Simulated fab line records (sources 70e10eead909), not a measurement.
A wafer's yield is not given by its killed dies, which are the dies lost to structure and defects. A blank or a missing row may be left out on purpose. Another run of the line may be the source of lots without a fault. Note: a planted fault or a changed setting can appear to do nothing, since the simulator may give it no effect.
Matching of chambers | flow nand-harc | NHARC_A_CHANNEL_HOLE_D1_DEP_01 on pecvd-02 has 3 sister chambers
The step deposits SiON, target thk 140 nm. 6 wafers are shown with their chamber, then 7 later ones without.

== EACH WAFER AND ITS CHAMBER ==
wafer  | chamber | showerhead-vpp-V (V) | heater-power-w (W)
L953.3 | 1       | 1101                 | 828
L955.4 | 2       | 1185                 | 787
L955.5 | 0       | 1049                 | 1013
L955.6 | 1       | 1087                 | 746
L956.1 | 0       | 1024                 | 897
L956.2 | 2       | 1171                 | 774

== WAFERS MISSING THEIR CHAMBER ==
wafer  | showerhead-vpp-V (V) | heater-power-w (W)
L956.4 | 1031                 | 925
L959.2 | 1199                 | 691
L959.3 | 1105                 | 806
L959.4 | 1178                 | 715
L962.2 | 1166                 | 794
L962.3 | 1034                 | 875
L962.5 | 1089                 | 802

== EACH ONE'S CHAMBER ==
wafer  | from the rows above | in truth
L956.4 | 0                   | 0
L959.2 | 2                   | 2
L959.3 | 1                   | 1
L959.4 | 2                   | 2
L962.2 | 2                   | 2
L962.3 | 0                   | 0
L962.5 | 1                   | 1
7 of 7 placed correctly. Can't be placed from these rows: 0. Number placed wrongly: 0.
How it was worked out, from the rows above alone: a wafer's distance from a chamber is the root of the sum, over the readings, of the square of ((its reading less the chamber's mean) divided by the reading's scatter). The wafer belongs to the nearest chamber; if the next one is less than 2 further off, it can't be placed. The mean given for a chamber averages the wafers shown for that chamber. How the scatter is found: for the shown wafers, subtract from each reading the mean of its chamber, square and add these, divide the total by (wafers less chambers), then take the root.
